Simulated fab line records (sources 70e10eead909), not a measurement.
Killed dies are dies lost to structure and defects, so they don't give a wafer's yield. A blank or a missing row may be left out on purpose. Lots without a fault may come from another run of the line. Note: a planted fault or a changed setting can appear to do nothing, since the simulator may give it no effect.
Which tool did it?	flow nand harc	Sampling: 22 lots, 66 wafers, 5 of 1159 route steps

== WHAT THE GAUGES SHOWED, per wafer ==
NHARC_P_START_INSPECT_01. Usual: raw defect count at 3.7, with a standard deviation of 2.1.
lot	measured	on	raw defect count	flag
L074	day 1 12:02	defect inspect-01	3 2 3	
L075	day 1 18:02	defect inspect-01	5 3 6	
L076	day 2 00:02	defect inspect-01	0 2 9	
L077	day 2 06:02	defect inspect-01	2 2 4	
L078	day 2 12:02	defect inspect-02	6 2 6	
L079	day 2 18:02	defect inspect-01	6 5 3	
L081	day 3 06:02	defect inspect-01	2 3 5	
L082	day 3 12:02	defect inspect-02	10 2 4	
L083	day 3 18:02	defect inspect-01	1 1 4	
L084	day 4 00:02	defect inspect-01	3 5 5	
L085	day 4 06:02	defect inspect-01	3 1 2	
L087	day 4 18:02	defect inspect-01	3 1 4	
L088	day 5 00:02	defect inspect-02	4 4 8	
L089	day 5 06:02	defect inspect-02	6 3 8	
L090	day 5 12:02	defect inspect-02	4 2 2	
L091	day 5 18:02	defect inspect-01	6 2 9	
L092	day 6 00:03	defect inspect-02	6 1 4	
L093	day 6 06:02	defect inspect-01	6 5 8	
L094	day 6 12:02	defect inspect-01	1 1 5	
L095	day 6 18:02	defect inspect-01	5 3 3	
L096	day 7 00:02	defect inspect-01	6 1 4	
L097	day 7 06:02	defect inspect-02	1 5 5	

NHARC_P_GATE_CD_MEAS_26 targets a cd of 120 nm. Usual: cd nm at 119.9 nm, with a standard deviation of 0.52.
lot	measured	on	cd nm (nm)	flag
L074	day 4 15:59	cd sem-03	120.0 119.3 120.3	
L075	day 5 01:01	cd sem-01	119.9 119.5 120.4	
L076	day 5 12:49	cd sem-01	120.0 120.3 119.7	
L077	day 5 13:16	cd sem-03	119.8 120.3 120.1	
L078	day 5 16:48	cd sem-01	120.2 120.3 119.8	
L079	day 5 16:39	cd sem-02	120.0 120.5 120.0	
L081	day 7 00:09	cd sem-01	120.3 119.7 119.9	
L082	day 7 01:08	cd sem-03	119.9 119.5 119.7	
L083	day 7 00:29	cd sem-01	119.2 119.0 120.0	
L084	day 7 11:32	cd sem-03	120.1 119.9 119.9	
L085	day 7 11:23	cd sem-02	119.1 119.4 119.3	
L087	day 8 01:29	cd sem-03	119.5 119.8 119.4	
L088	day 8 12:17	cd sem-02	120.8 120.4 121.3	
L089	day 8 12:53	cd sem-01	121.0 120.3 120.1	
L090	day 8 18:56	cd sem-02	120.2 120.3 120.2	
L091	day 9 03:33	cd sem-02	119.6 120.1 119.9	
L092	day 9 03:47	cd sem-01	119.5 119.6 119.9	
L093	day 9 11:32	cd sem-02	120.9 120.8 120.1	
L094	day 9 20:22	cd sem-01	119.5 119.5 120.1	
L095	day 9 19:55	cd sem-01	120.0 120.1 119.7	
L096	day 10 06:30	cd sem-01	119.0 119.3 119.5	
L097	day 10 05:16	cd sem-03	120.2 120.8 120.4	

== TOOL THAT RAN EACH LOT (tool first, then ch and the chambers of the sampled wafers, then the start) ==
lot	NHARC_P_ZERO_WELL_DESCUM_39	NHARC_P_STI_DESCUM_14	NHARC_P_STI_ETCH_31
L074	rie diel-09 ch 0,1, day 1 16:25	rie diel-08 ch 0,1,2, day 2 08:37	rie diel-08 ch 1,2,3, day 4 15:59 or earlier
L075	rie diel-09 ch 2,3, day 1 22:25	rie diel-07 ch 0,1,2, day 2 19:13	rie diel-07 ch 0,1,2, day 5 01:01 or earlier
L076	rie diel-06 ch 1,2,3, day 2 04:28	rie diel-10 ch 0,1,3, day 3 03:32	rie diel-10 ch 1,2,3, day 5 12:49 or earlier
L077	rie diel-05 ch 0,1,3, day 2 10:14	rie diel-08 ch 1,2,3, day 3 03:44	rie diel-08 ch 1,2,3, day 5 13:16 or earlier
L078	rie diel-05 ch 1,3, day 2 16:11	rie diel-08 ch 0,1,2, day 3 11:31	rie diel-08 ch 1,2,3, day 5 16:48 or earlier
L079	rie diel-09 ch 0,1,3, day 2 22:28	rie diel-08 ch 0,1,2, day 3 17:30	rie diel-08 ch 1,2,3, day 5 16:39 or earlier
L081	rie diel-06 ch 1,3, day 3 10:10	rie diel-10 ch 1,2, day 4 06:37	rie diel-10 ch 0,1,3, day 7 00:09 or earlier
L082	rie diel-05 ch 0,1,3, day 3 16:20	rie diel-07 ch 0,1,3, day 4 13:44	rie diel-07 ch 0,1, day 7 01:08 or earlier
L083	rie diel-05 ch 0,3, day 3 22:10	rie diel-08 ch 0,1,2, day 4 13:47	rie diel-08 ch 0,1,3, day 7 00:29 or earlier
L084	rie diel-06 ch 0,2,3, day 4 04:10	rie diel-08 ch 0,2,3, day 5 01:40	rie diel-08 ch 0,1,3, day 7 11:32 or earlier
L085	rie diel-06 ch 1,2,3, day 4 10:19	rie diel-10 ch 0,2,3, day 5 06:01	rie diel-10 ch 0,1,3, day 7 11:23 or earlier
L087	rie diel-06 ch 0,3, day 4 22:13	rie diel-07 ch 0,1,3, day 5 14:01	rie diel-07 ch 0,3, day 8 01:29 or earlier
L088	rie diel-06 ch 1,2, day 5 04:14	rie diel-08 ch 1,3, day 6 02:11	rie diel-08 ch 0,1,3, day 8 12:17 or earlier
L089	rie diel-06 ch 0,1,3, day 5 10:28	rie diel-10 ch 0,2,3, day 6 02:01	rie diel-10 ch 1,2,3, day 8 12:53 or earlier
L090	rie diel-06 ch 1,3, day 5 16:18	rie diel-10 ch 2,3, day 6 11:11	rie diel-10 ch 0,2,3, day 8 18:56 or earlier
L091	rie diel-06 ch 0,1,2, day 5 22:11	rie diel-08 ch 2,3, day 6 19:17	rie diel-08 ch 0,1,3, day 9 03:33 or earlier
L092	rie diel-09 ch 0,1, day 6 04:20	rie diel-08 ch 0,1,2, day 7 01:38	rie diel-08 ch 0,2,3, day 9 03:47 or earlier
L093	rie diel-09 ch 1,3, day 6 10:29	rie diel-07 ch 0,1,2, day 7 06:43	rie diel-07 ch 0,3, day 9 11:32 or earlier
L094	rie diel-06 ch 0,1,3, day 6 16:17	rie diel-10 ch 1,2,3, day 7 14:10	rie diel-10 ch 1,2,3, day 9 20:22 or earlier
L095	rie diel-06 ch 1,2,3, day 6 22:29	rie diel-10 ch 0,1,2, day 7 14:20	rie diel-10 ch 0,2,3, day 9 19:55 or earlier
L096	rie diel-05 ch 0,1,3, day 7 04:27	rie diel-07 ch 0,1,2, day 8 04:20	rie diel-07 ch 0,1,3, day 10 06:30 or earlier
L097	rie diel-09 ch 1,2,3, day 7 10:11	rie diel-08 ch 0,1, day 8 04:10	rie diel-08 ch 1,3, day 10 05:16 or earlier
- NHARC_P_ZERO_WELL_DESCUM_39: chemistry O2, time 3 s.
- NHARC_P_STI_DESCUM_14: chemistry O2, time 3 s.
- NHARC_P_STI_ETCH_31: etches the open film in CF4/CHF3, target depth 108.9 nm, time 54.5 s.

== WHAT THE TOOLS THEMSELVES READ (means of the sampled wafers that have a number; where no wafer has one, the mark that the record gives instead) ==
NHARC_P_ZERO_WELL_DESCUM_39. Usual: drypump motor current A 5.6 A, standard deviation 0.32; o2 flow sccm 200.0 sccm, standard deviation 0.62; oes product au 1.002 a.u., standard deviation 0.0088; rf vpp V 57.8 V, standard deviation 0.91; showerhead plenum p Torr 1.90 Torr, standard deviation 0.087; throttle valve pct 11.311 %, standard deviation 0.0087.
lot	tool	drypump motor current A (A)	o2 flow sccm (sccm)	oes product au (a.u.)	rf vpp V (V)	showerhead plenum p Torr (Torr)	throttle valve pct (%)	flag
L074	rie diel-09	5.5	199.1	1.001	57.7	2.04	11.295	
L075	rie diel-09	5.7	200.5	1.003	56.6	1.82	11.313	
L076	rie diel-06	5.7	199.8	0.997	58.0	1.89	11.308	
L077	rie diel-05	5.8	199.8	1.003	58.1	1.90	11.313	
L078	rie diel-05	5.4	200.2	1.003	58.0	1.88	11.311	
L079	rie diel-09	5.5	200.3	0.995	57.9	1.97	11.317	
L081	rie diel-06	5.8	199.5	1.006	58.0	1.84	11.311	
L082	rie diel-05	5.8	200.4	1.004	57.2	1.90	11.311	
L083	rie diel-05	5.7	199.9	0.997	57.8	1.85	11.311	
L084	rie diel-06	5.6	199.8	1.007	58.1	1.89	11.309	
L085	rie diel-06	5.7	200.0	1.015	58.0	1.89	11.313	
L087	rie diel-06	5.4	200.4	1.003	57.6	1.83	11.318	
L088	rie diel-06	5.7	200.5	1.008	58.1	1.94	11.302	
L089	rie diel-06	5.6	200.7	1.012	57.6	1.83	11.299	
L090	rie diel-06	5.8	200.7	1.012	57.4	1.84	11.316	
L091	rie diel-06	5.5	200.4	1.007	58.1	1.89	11.316	
L092	rie diel-09	5.5	199.9	0.993	58.2	2.04	11.311	
L093	rie diel-09	5.7	199.6	0.988	57.5	1.98	11.317	
L094	rie diel-06	5.6	199.7	1.002	57.8	1.83	11.311	
L095	rie diel-06	5.8	199.8	1.008	58.2	1.89	11.309	
L096	rie diel-05	5.8	199.5	1.000	57.8	1.90	11.305	
L097	rie diel-09	5.7	200.4	0.987	57.7	1.90	11.308	

NHARC_P_STI_DESCUM_14. Usual: drypump motor current A 5.6 A, standard deviation 0.44; o2 flow sccm 200.1 sccm, standard deviation 0.53; oes product au 0.999 a.u., standard deviation 0.0074; rf vpp V 57.7 V, standard deviation 0.89; showerhead plenum p Torr 1.92 Torr, standard deviation 0.086; throttle valve pct 11.311 %, standard deviation 0.0096.
lot	tool	drypump motor current A (A)	o2 flow sccm (sccm)	oes product au (a.u.)	rf vpp V (V)	showerhead plenum p Torr (Torr)	throttle valve pct (%)	flag
L074	rie diel-08	5.8	200.0	1.004	57.0	1.95	11.318	
L075	rie diel-07	5.9	199.7	0.991	57.0	1.91	11.317	
L076	rie diel-10	5.3	199.9	1.000	57.3	1.89	11.304	
L077	rie diel-08	5.8	200.4	0.997	57.2	1.91	11.309	
L078	rie diel-08	5.8	199.9	0.998	58.7	1.95	11.307	
L079	rie diel-08	5.8	199.5	0.993	57.8	1.95	11.312	
L081	rie diel-10	5.1	200.4	1.006	57.7	2.00	11.314	
L082	rie diel-07	5.7	200.4	0.999	57.6	1.87	11.314	
L083	rie diel-08	5.8	200.0	1.000	57.2	1.95	11.318	
L084	rie diel-08	5.8	199.8	1.000	58.2	1.93	11.316	
L085	rie diel-10	5.3	200.3	1.003	58.3	1.95	11.316	
L087	rie diel-07	5.8	199.9	0.996	57.0	1.87	11.311	
L088	rie diel-08	6.2	200.4	0.999	57.4	1.84	11.312	
L089	rie diel-10	5.4	200.1	0.998	57.9	1.95	11.311	
L090	rie diel-10	5.3	199.7	1.001	57.9	2.02	11.307	
L091	rie diel-08	5.5	200.0	0.994	58.0	1.97	11.309	
L092	rie diel-08	5.8	199.7	0.999	58.2	1.95	11.309	
L093	rie diel-07	5.9	200.7	1.000	57.9	1.91	11.305	
L094	rie diel-10	5.3	200.6	0.996	58.7	1.95	11.306	
L095	rie diel-10	5.2	200.2	0.993	58.0	1.93	11.311	
L096	rie diel-07	5.9	200.2	0.999	58.2	1.91	11.317	
L097	rie diel-08	6.1	199.8	0.999	57.6	1.88	11.315	

NHARC_P_STI_ETCH_31. Usual: drypump motor current A 5.6 A, standard deviation 0.45; oes product au 0.958 a.u., standard deviation 0.02; rf vpp V 370.6 V, standard deviation 2.2; showerhead plenum p Torr 1.57 Torr, standard deviation 0.066; throttle valve pct 16.803 %, standard deviation 0.0088.
lot	tool	drypump motor current A (A)	oes product au (a.u.)	rf vpp V (V)	showerhead plenum p Torr (Torr)	throttle valve pct (%)	flag
L074	rie diel-08	5.8	0.924	370.7	1.56	16.808	
L075	rie diel-07	5.9	0.965	370.6	1.57	16.807	
L076	rie diel-10	5.3	0.967	371.0	1.61	16.804	
L077	rie diel-08	5.8	0.980	370.8	1.56	16.799	
L078	rie diel-08	5.8	0.962	371.1	1.56	16.798	
L079	rie diel-08	5.8	0.959	370.5	1.56	16.794	
L081	rie diel-10	5.3	0.978	369.5	1.55	16.800	
L082	rie diel-07	5.7	0.937	369.4	1.56	16.808	
L083	rie diel-08	6.1	0.945	369.2	1.53	16.803	
L084	rie diel-08	6.1	0.973	369.9	1.53	16.802	
L085	rie diel-10	5.3	0.975	370.3	1.55	16.809	
L087	rie diel-07	5.8	0.942	368.8	1.52	16.807	
L088	rie diel-08	6.1	0.973	368.1	1.53	16.799	
L089	rie diel-10	5.3	0.981	371.6	1.61	16.805	
L090	rie diel-10	5.4	0.923	372.4	1.60	16.810	
L091	rie diel-08	6.1	0.973	368.8	1.53	16.804	
L092	rie diel-08	5.8	0.972	371.4	1.58	16.801	
L093	rie diel-07	5.9	0.965	370.1	1.54	16.796	
L094	rie diel-10	5.2	0.925	371.7	1.61	16.807	
L095	rie diel-10	5.3	0.939	371.3	1.60	16.793	
L096	rie diel-07	5.8	0.965	369.5	1.54	16.802	
L097	rie diel-08	6.2	0.960	369.5	1.51	16.806	

== THE ANSWER, worked out from the rows above alone ==
Rule: take the mean of a lot's wafers that have a number; if it is more than 3 standard deviations from the usual mean, the lot is off. Also off: a lot with no number at a reading for which 4 or more lots have one. Any other lot the step has rows for is counted as sound. The gauges are gone through in route order, then the tools' own readings, and for those a lot's mean is taken as printed above. At the first step where some lot is off, the reading lying furthest off is the one used; lots without a number count as furthest.
No lot is off on any of the readings shown, so nothing can be concluded from this.

== WHAT WAS PUT IN BY THE SIMULATOR ==
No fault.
